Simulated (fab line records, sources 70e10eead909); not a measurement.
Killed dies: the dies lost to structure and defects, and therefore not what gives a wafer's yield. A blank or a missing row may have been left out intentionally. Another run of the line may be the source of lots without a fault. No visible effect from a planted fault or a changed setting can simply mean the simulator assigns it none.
Chamber matching || flow nand-harc || NHARC_P_M1_PRE_CLEAN_32 on pecvd-03 has 3 sister chambers
The step time 12 s. 6 wafers are shown with their chamber, then 12 later ones without.

## WAFERS, EACH WITH ITS CHAMBER
{"wafer": "L085.4", "chamber": 2, "heater-power-w (W)": 773}
{"wafer": "L088.3", "chamber": 0, "heater-power-w (W)": 600}
{"wafer": "L088.4", "chamber": 1, "heater-power-w (W)": 542}
{"wafer": "L090.1", "chamber": 0, "heater-power-w (W)": 540}
{"wafer": "L090.3", "chamber": 1, "heater-power-w (W)": 561}
{"wafer": "L090.4", "chamber": 2, "heater-power-w (W)": 735}

## WAFERS MISSING THEIR CHAMBER
{"wafer": "L091.3", "heater-power-w (W)": 585}
{"wafer": "L091.5", "heater-power-w (W)": 578}
{"wafer": "L091.6", "heater-power-w (W)": 576}
{"wafer": "L092.1", "heater-power-w (W)": 681}
{"wafer": "L092.2", "heater-power-w (W)": 579}
{"wafer": "L092.5", "heater-power-w (W)": 575}
{"wafer": "L095.1", "heater-power-w (W)": 788}
{"wafer": "L095.4", "heater-power-w (W)": 551}
{"wafer": "L095.5", "heater-power-w (W)": 802}
{"wafer": "L097.1", "heater-power-w (W)": 593}
{"wafer": "L097.3", "heater-power-w (W)": 745}
{"wafer": "L097.6", "heater-power-w (W)": 603}

## WHICH CHAMBER EACH WENT THROUGH
{"wafer": "L091.3", "from the rows above": "can't be placed: 0 or 1", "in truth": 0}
{"wafer": "L091.5", "from the rows above": "can't be placed: 0 or 1", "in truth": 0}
{"wafer": "L091.6", "from the rows above": "can't be placed: 0 or 1", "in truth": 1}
{"wafer": "L092.1", "from the rows above": "can't be placed: 2 or 0 or 1", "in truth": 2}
{"wafer": "L092.2", "from the rows above": "can't be placed: 0 or 1", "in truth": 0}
{"wafer": "L092.5", "from the rows above": "can't be placed: 0 or 1", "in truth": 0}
{"wafer": "L095.1", "from the rows above": 2, "in truth": 2}
{"wafer": "L095.4", "from the rows above": "can't be placed: 1 or 0", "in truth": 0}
{"wafer": "L095.5", "from the rows above": 2, "in truth": 2}
{"wafer": "L097.1", "from the rows above": "can't be placed: 0 or 1", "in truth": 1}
{"wafer": "L097.3", "from the rows above": 2, "in truth": 2}
{"wafer": "L097.6", "from the rows above": "can't be placed: 0 or 1", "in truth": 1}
Correct placement for 3 of the 12. From these rows, 9 cannot be placed; in 9 the true chamber is one of the candidates. Placed wrongly: 0.
How it was worked out, from the rows above alone: a wafer's distance from a chamber is the root of the sum, over the readings, of the square of ((its reading less the chamber's mean) divided by the reading's scatter). The wafer belongs to the nearest chamber; if the next one is less than 2 further off, it can't be placed. A chamber's mean is the mean of its shown wafers. The scatter: the root of (the sum of the squares of (reading less its chamber's mean) over the shown wafers, divided by (wafers less chambers)).
